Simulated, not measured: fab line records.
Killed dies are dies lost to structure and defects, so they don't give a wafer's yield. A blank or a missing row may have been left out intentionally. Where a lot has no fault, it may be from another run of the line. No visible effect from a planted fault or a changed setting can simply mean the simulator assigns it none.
Which tool is to blame?    flow n5-finfet    Sampling: 24 lots, 72 wafers, 6 of 1938 route steps

== WHAT THE GAUGES SHOWED, per wafer ==
The record holds no reading of a measuring or inspecting step that can be judged against a usual standard deviation.

== TOOL THAT RAN EACH LOT (tool first, then ch and the chambers of the sampled wafers, then the start) ==
lot   N5_HKMG_FIN_STRIP_19                  N5_HKMG_FIN_STRIP_69                  N5_HKMG_FIN_ALD_21                  N5_GATE_CUT_STRIP_59               N5_GATE_CUT_PECVD_57            N5_GATE_CUT_CMP_02
L074  plasma-asher-01 ch 0,1, day 4 01:41   plasma-asher-01 ch 0,1, day 4 03:50   ald-metal-01 ch 1,2,3, day 4 04:14  rie-diel-04 ch 0,1,3, day 4 05:54  pecvd-03 ch 0,2, day 4 08:18    cmp-04 ch 0,3, day 4 08:25
L075  plasma-asher-01 ch 0,1, day 4 09:55   plasma-asher-02 ch 0,1, day 4 12:22   ald-metal-02 ch 0,2, day 4 12:38    rie-diel-01 ch 0,1,3, day 4 14:18  pecvd-02 ch 1,2, day 4 16:43    cmp-04 ch 0,1,2, day 4 16:47
L076  plasma-asher-01 ch 0,1, day 4 15:07   plasma-asher-01 ch 0,1, day 4 17:24   ald-metal-03 ch 0,3, day 4 17:47    rie-diel-04 ch 0,1, day 4 19:39    pecvd-02 ch 0,2, day 4 22:20    cmp-04 ch 1,2,3, day 4 22:31
L077  plasma-asher-01 ch 1, day 4 21:59     plasma-asher-01 ch 0,1, day 5 00:19   ald-metal-01 ch 0,3, day 5 00:41    rie-diel-04 ch 0,3, day 5 02:38    pecvd-04 ch 0,2, day 5 06:14    cmp-04 ch 1,2,3, day 5 06:23
L078  plasma-asher-01 ch 0,1, day 5 07:20   plasma-asher-01 ch 0,1, day 5 09:29   ald-metal-01 ch 0,2,3, day 5 09:52  rie-diel-01 ch 0,1,2, day 5 11:49  pecvd-03 ch 1,2, day 5 14:55    cmp-03 ch 0,2,3, day 5 15:01
L079  plasma-asher-02 ch 0,1, day 5 10:22   plasma-asher-02 ch 0,1, day 5 12:31   ald-metal-03 ch 1,2, day 5 12:47    rie-diel-01 ch 0,2,3, day 5 14:27  pecvd-03 ch 1,2, day 5 16:53    cmp-03 ch 0,1, day 5 16:58
L080  plasma-asher-02 ch 0,1, day 5 14:35   plasma-asher-01 ch 0,1, day 5 17:00   ald-metal-01 ch 0,3, day 5 17:23    rie-diel-06 ch 1,2,3, day 5 19:04  pecvd-04 ch 0,1, day 5 21:41    cmp-04 ch 1,2,3, day 5 21:52
L081  plasma-asher-01 ch 0,1, day 5 20:53   plasma-asher-02 ch 0,1, day 5 23:10   ald-metal-01 ch 1,2, day 5 23:33    rie-diel-04 ch 0,1,2, day 6 01:13  pecvd-02 ch 1,2, day 6 03:38    cmp-01 ch 0,1,3, day 6 03:47
L082  plasma-asher-02 ch 0,1, day 6 05:51   plasma-asher-02 ch 0,1, day 6 08:17   ald-metal-01 ch 0,1,2, day 6 08:43  rie-diel-01 ch 1,2,3, day 6 10:13  pecvd-02 ch 0,1,2, day 6 12:39  cmp-01 ch 0,1,3, day 6 12:49
L083  plasma-asher-01 ch 0,1, day 6 11:16   plasma-asher-01 ch 0,1, day 6 13:26   ald-metal-02 ch 1,2,3, day 6 13:49  rie-diel-01 ch 0,1,3, day 6 16:01  pecvd-03 ch 0,2, day 6 18:25    cmp-04 ch 0,1,3, day 6 18:32
L084  plasma-asher-01 ch 0,1, day 6 20:29   plasma-asher-01 ch 0,1, day 6 22:39   ald-metal-03 ch 1,2, day 6 23:02    rie-diel-06 ch 0,1, day 7 00:42    pecvd-03 ch 0,1, day 7 03:07    cmp-01 ch 2,3, day 7 03:20
L085  plasma-asher-02 ch 0,1, day 6 23:04   plasma-asher-02 ch 0,1, day 7 01:14   ald-metal-03 ch 0,1,2, day 7 01:37  rie-diel-06 ch 0,2,3, day 7 03:21  pecvd-04 ch 1,2, day 7 05:46    cmp-01 ch 0,1,3, day 7 05:53
L087  plasma-asher-01 ch 0,1, day 7 14:49   plasma-asher-01 ch 0,1, day 7 16:58   ald-metal-02 ch 0,1,3, day 7 17:22  rie-diel-04 ch 1,2,3, day 7 19:15  pecvd-04 ch 0,1,2, day 7 21:41  cmp-03 ch 0,2,3, day 7 21:45
L086  plasma-asher-02 ch 0,1, day 7 15:25   plasma-asher-02 ch 0,1, day 7 17:35   ald-metal-03 ch 2,3, day 7 17:51    rie-diel-06 ch 0,2,3, day 7 19:44  pecvd-03 ch 0,1,2, day 7 23:51  cmp-04 ch 0,1,3, day 7 23:58
L088  plasma-asher-01 ch 0,1, day 7 17:53   plasma-asher-02 ch 0,1, day 7 20:06   ald-metal-01 ch 0,3, day 7 20:23    rie-diel-04 ch 0,2,3, day 7 22:08  pecvd-04 ch 0,1,2, day 8 00:32  cmp-01 ch 0,1,3, day 8 00:40
L089  plasma-asher-01 ch 0,1, day 8 02:38   plasma-asher-02 ch 0,1, day 8 05:02   ald-metal-01 ch 0,1,2, day 8 05:17  rie-diel-04 ch 0,1, day 8 07:01    pecvd-03 ch 0,1,2, day 8 09:26  cmp-03 ch 0,3, day 8 09:30
L090  plasma-asher-01 ch 0,1, day 8 03:28   plasma-asher-02 ch 0, day 8 05:45     ald-metal-01 ch 0,1,2, day 8 06:08  rie-diel-04 ch 1,3, day 8 07:49    pecvd-04 ch 1,2, day 8 10:14    cmp-01 ch 0,1,3, day 8 10:20
L091  plasma-asher-01 ch 0,1, day 8 08:01   plasma-asher-01 ch 0,1, day 8 10:16   ald-metal-03 ch 1,2,3, day 8 10:39  rie-diel-01 ch 1,3, day 8 12:21    pecvd-03 ch 0,1,2, day 8 16:14  cmp-04 ch 0,1,3, day 8 16:20
L092  plasma-asher-01 ch 0,1, day 8 17:56   plasma-asher-02 ch 0,1, day 8 20:09   ald-metal-03 ch 0,1,2, day 8 20:32  rie-diel-01 ch 1,3, day 8 22:28    pecvd-04 ch 0,1, day 9 02:39    cmp-01 ch 0,3, day 9 02:43
L093  plasma-asher-02 ch 0,1, day 9 03:03   plasma-asher-02 ch 0,1, day 9 05:13   ald-metal-03 ch 0,2,3, day 9 05:36  rie-diel-01 ch 0,1,3, day 9 07:16  pecvd-04 ch 0,1, day 9 09:41    cmp-03 ch 0,2,3, day 9 09:46
L094  plasma-asher-01 ch 0,1, day 9 08:47   plasma-asher-01 ch 0,1, day 9 11:04   ald-metal-01 ch 0,1, day 9 11:27    rie-diel-04 ch 2,3, day 9 13:16    pecvd-04 ch 0,2, day 9 15:41    cmp-04 ch 0,1,3, day 9 15:46
L095  plasma-asher-02 ch 0,1, day 9 13:16   plasma-asher-01 ch 0,1, day 9 15:25   ald-metal-01 ch 1,2,3, day 9 15:47  rie-diel-01 ch 1,2,3, day 9 17:49  pecvd-03 ch 0,1,2, day 9 20:13  cmp-01 ch 0,1,2, day 9 20:22
L096  plasma-asher-02 ch 0,1, day 9 15:59   plasma-asher-02 ch 0,1, day 9 18:08   ald-metal-03 ch 0,2, day 9 18:23    rie-diel-04 ch 1,2,3, day 9 20:20  pecvd-03 ch 0,2, day 9 22:45    cmp-03 ch 0,3, day 9 22:50
L097  plasma-asher-02 ch 0,1, day 10 02:28  plasma-asher-01 ch 0,1, day 10 04:49  ald-metal-02 ch 0,3, day 10 05:05   rie-diel-06 ch 1,3, day 10 06:50   pecvd-04 ch 0,2, day 10 09:14   cmp-03 ch 0,2, day 10 09:28
- N5_HKMG_FIN_STRIP_19: strips in N2/H2, time 360 s.
- N5_HKMG_FIN_STRIP_69: strips in N2/H2, time 360 s.
- N5_HKMG_FIN_ALD_21: deposits TiN, target thk 1.5 nm, pulse time 1 s, purge time 3 s.
- N5_GATE_CUT_STRIP_59: strips in N2/H2, time 20 s.
- N5_GATE_CUT_PECVD_57: deposits SiNx from SiH4/NH3/N2, target thk 21 nm.
- N5_GATE_CUT_CMP_02: polishes, stops on SiO2, t overpolish 12.7 s, target thk 0 nm.

== WHAT THE TOOLS THEMSELVES READ (means of the sampled wafers that have a number; where no wafer has one, the mark that the record gives instead) ==
N5_HKMG_FIN_STRIP_19.
lot   tool             drypump-motor-current-A (A)  heater-power-w (W)
L074  plasma-asher-01  6.0                          424
L075  plasma-asher-01  5.8                          445
L076  plasma-asher-01  5.8                          447
L077  plasma-asher-01  6.2                          412
L078  plasma-asher-01  5.8                          443
L079  plasma-asher-02  4.9                          489
L080  plasma-asher-02  4.9                          482
L081  plasma-asher-01  5.8                          440
L082  plasma-asher-02  4.9                          486
L083  plasma-asher-01  6.0                          430
L084  plasma-asher-01  6.0                          426
L085  plasma-asher-02  4.9                          482
L087  plasma-asher-01  6.0                          427
L086  plasma-asher-02  4.9                          484
L088  plasma-asher-01  5.8                          448
L089  plasma-asher-01  6.0                          430
L090  plasma-asher-01  6.0                          424
L091  plasma-asher-01  5.8                          441
L092  plasma-asher-01  6.0                          430
L093  plasma-asher-02  4.9                          487
L094  plasma-asher-01  6.1                          421
L095  plasma-asher-02  5.3                          470
L096  plasma-asher-02  4.9                          493
L097  plasma-asher-02  5.3                          475

N5_HKMG_FIN_STRIP_69.
lot   tool             drypump-motor-current-A (A)  heater-power-w (W)
L074  plasma-asher-01  5.8                          445
L075  plasma-asher-02  5.3                          475
L076  plasma-asher-01  5.8                          444
L077  plasma-asher-01  5.8                          441
L078  plasma-asher-01  6.0                          425
L079  plasma-asher-02  5.3                          487
L080  plasma-asher-01  5.8                          440
L081  plasma-asher-02  4.9                          489
L082  plasma-asher-02  4.9                          486
L083  plasma-asher-01  5.8                          437
L084  plasma-asher-01  6.0                          422
L085  plasma-asher-02  4.9                          493
L087  plasma-asher-01  5.8                          437
L086  plasma-asher-02  5.3                          475
L088  plasma-asher-02  5.3                          473
L089  plasma-asher-02  4.9                          490
L090  plasma-asher-02  5.6                          455
L091  plasma-asher-01  6.1                          421
L092  plasma-asher-02  5.3                          481
L093  plasma-asher-02  4.9                          490
L094  plasma-asher-01  5.8                          443
L095  plasma-asher-01  5.8                          445
L096  plasma-asher-02  4.9                          485
L097  plasma-asher-01  6.0                          424

N5_HKMG_FIN_ALD_21.
lot   tool          heater-power-w (W)  precursor-pulse-height-rel
L074  ald-metal-01  862                 0.989
L075  ald-metal-02  847                 1.005
L076  ald-metal-03  949                 0.991
L077  ald-metal-01  923                 1.002
L078  ald-metal-01  880                 1.005
L079  ald-metal-03  828                 0.990
L080  ald-metal-01  894                 1.026
L081  ald-metal-01  877                 1.005
L082  ald-metal-01  910                 0.992
L083  ald-metal-02  952                 0.996
L084  ald-metal-03  745                 0.988
L085  ald-metal-03  860                 0.986
L087  ald-metal-02  952                 0.995
L086  ald-metal-03  698                 0.990
L088  ald-metal-01  929                 1.017
L089  ald-metal-01  887                 0.993
L090  ald-metal-01  905                 0.992
L091  ald-metal-03  790                 1.011
L092  ald-metal-03  866                 1.004
L093  ald-metal-03  832                 0.995
L094  ald-metal-01  892                 1.002
L095  ald-metal-01  868                 0.995
L096  ald-metal-03  784                 0.992
L097  ald-metal-02  889                 1.006

N5_GATE_CUT_STRIP_59.
lot   tool         drypump-motor-current-A (A)  oes-product-au (a.u.)  rf-vpp-V (V)  showerhead-plenum-p-Torr (Torr)  throttle-valve-pct (%)
L074  rie-diel-04  5.8                          0.83                   46.1          3.44                             12.25
L075  rie-diel-01  6.2                          0.82                   44.4          3.33                             12.29
L076  rie-diel-04  5.9                          0.75                   44.6          3.41                             12.27
L077  rie-diel-04  5.5                          0.83                   45.1          3.41                             12.04
L078  rie-diel-01  6.1                          0.78                   45.4          3.31                             12.32
L079  rie-diel-01  6.2                          0.78                   45.7          3.39                             12.41
L080  rie-diel-06  5.8                          0.73                   45.2          3.36                             12.09
L081  rie-diel-04  6.0                          0.81                   45.1          3.39                             12.25
L082  rie-diel-01  6.2                          0.78                   44.6          3.43                             12.35
L083  rie-diel-01  6.2                          0.80                   44.7          3.32                             12.33
L084  rie-diel-06  5.8                          0.78                   44.9          3.42                             11.97
L085  rie-diel-06  5.8                          0.80                   45.8          3.30                             11.90
L087  rie-diel-04  5.8                          0.84                   44.8          3.40                             12.27
L086  rie-diel-06  5.8                          0.79                   45.1          3.30                             11.92
L088  rie-diel-04  5.6                          0.85                   45.4          3.38                             12.05
L089  rie-diel-04  5.9                          0.72                   45.7          3.40                             12.35
L090  rie-diel-04  6.0                          0.76                   45.7          3.45                             12.56
L091  rie-diel-01  6.3                          0.78                   45.0          3.44                             12.39
L092  rie-diel-01  6.2                          0.78                   45.4          3.35                             12.32
L093  rie-diel-01  6.2                          0.79                   45.2          3.31                             12.37
L094  rie-diel-04  5.7                          0.89                   45.3          3.35                             12.02
L095  rie-diel-01  6.2                          0.84                   45.5          3.42                             12.22
L096  rie-diel-04  5.8                          0.91                   45.2          3.40                             12.08
L097  rie-diel-06  6.0                          0.71                   45.2          3.34                             12.15

N5_GATE_CUT_PECVD_57.
lot   tool      heater-power-w (W)  rf-fwd-power-W (W)  showerhead-plenum-p-Torr (Torr)  throttle-valve-pct (%)
L074  pecvd-03  922                 297.9               5.07                             40.2
L075  pecvd-02  870                 297.1               5.19                             38.0
L076  pecvd-02  779                 297.0               5.13                             36.8
L077  pecvd-04  814                 298.2               5.11                             39.0
L078  pecvd-03  887                 297.0               5.05                             39.4
L079  pecvd-03  819                 297.3               5.05                             39.4
L080  pecvd-04  858                 297.2               5.11                             40.1
L081  pecvd-02  934                 298.9               5.20                             37.1
L082  pecvd-02  744                 298.1               5.17                             37.4
L083  pecvd-03  846                 297.8               5.09                             40.2
L084  pecvd-03  883                 297.0               5.12                             40.0
L085  pecvd-04  855                 296.9               5.11                             37.7
L087  pecvd-04  903                 297.9               5.10                             39.2
L086  pecvd-03  874                 296.9               5.06                             39.8
L088  pecvd-04  777                 297.3               5.12                             39.1
L089  pecvd-03  881                 297.2               5.07                             39.9
L090  pecvd-04  875                 296.9               5.11                             37.9
L091  pecvd-03  777                 297.8               5.07                             39.9
L092  pecvd-04  882                 297.1               5.10                             40.0
L093  pecvd-04  878                 297.4               5.11                             40.3
L094  pecvd-04  759                 298.2               5.12                             38.3
L095  pecvd-03  901                 297.7               5.06                             39.9
L096  pecvd-03  899                 299.2               5.08                             40.3
L097  pecvd-04  827                 297.4               5.12                             39.6

N5_GATE_CUT_CMP_02.
lot   tool    motor-current-A (A)  overpolish-run-s (s)  platen-rpm (rpm)  time-to-endpoint-s (s)
L074  cmp-04  9.0                  12.697                51.75             25.6
L075  cmp-04  8.8                  12.691                51.85             28.5
L076  cmp-04  8.0                  12.703                51.82             26.0
L077  cmp-04  8.0                  12.708                51.82             25.9
L078  cmp-03  9.9                  12.699                51.81             25.9
L079  cmp-03  9.0                  12.696                51.80             30.6
L080  cmp-04  7.9                  12.700                51.78             27.3
L081  cmp-01  9.8                  12.706                51.79             26.8
L082  cmp-01  9.4                  12.695                51.83             28.0
L083  cmp-04  8.6                  12.699                51.80             23.7
L084  cmp-01  9.3                  12.699                51.78             25.7
L085  cmp-01  9.6                  12.705                51.79             23.2
L087  cmp-03  10.1                 12.701                51.79             25.5
L086  cmp-04  8.7                  12.695                51.74             24.6
L088  cmp-01  9.8                  12.702                51.80             23.3
L089  cmp-03  10.3                 12.697                51.82             28.5
L090  cmp-01  9.5                  12.709                51.78             25.8
L091  cmp-04  8.7                  12.696                51.80             24.0
L092  cmp-01  9.3                  12.706                51.84             29.7
L093  cmp-03  10.1                 12.702                51.77             25.1
L094  cmp-04  8.6                  12.696                51.85             21.8
L095  cmp-01  10.0                 12.705                51.82             27.9
L096  cmp-03  9.6                  12.702                51.78             24.1
L097  cmp-03  10.1                 12.703                51.83             24.8

== THE ANSWER, worked out from the rows above alone ==
Rule: the lots themselves supply what counts as usual. The widest of any qualifying gaps counts: lots, ordered by their means at a reading, are off when they make up no more than a third of the lots, leave a main group of 4 or more, and stand apart from it by 3 or more times the standard deviation of that group's means. A main group whose means are all the same, to the digits that the tables above print for the reading, isn't used. A lot without any number at a reading at which 4 lots or more have one is off too. Where the step has rows for the other lots, those lots are counted as sound. First the gauges in route order, then the tools' own readings, where a lot's mean is used as printed above. At the first step where some lot is off, the reading lying furthest off is the one used; lots without a number count as furthest.
Across all readings shown, no lot is off: no conclusion can be drawn from this.

== WHAT HAD BEEN PUT IN BY THE SIMULATOR ==
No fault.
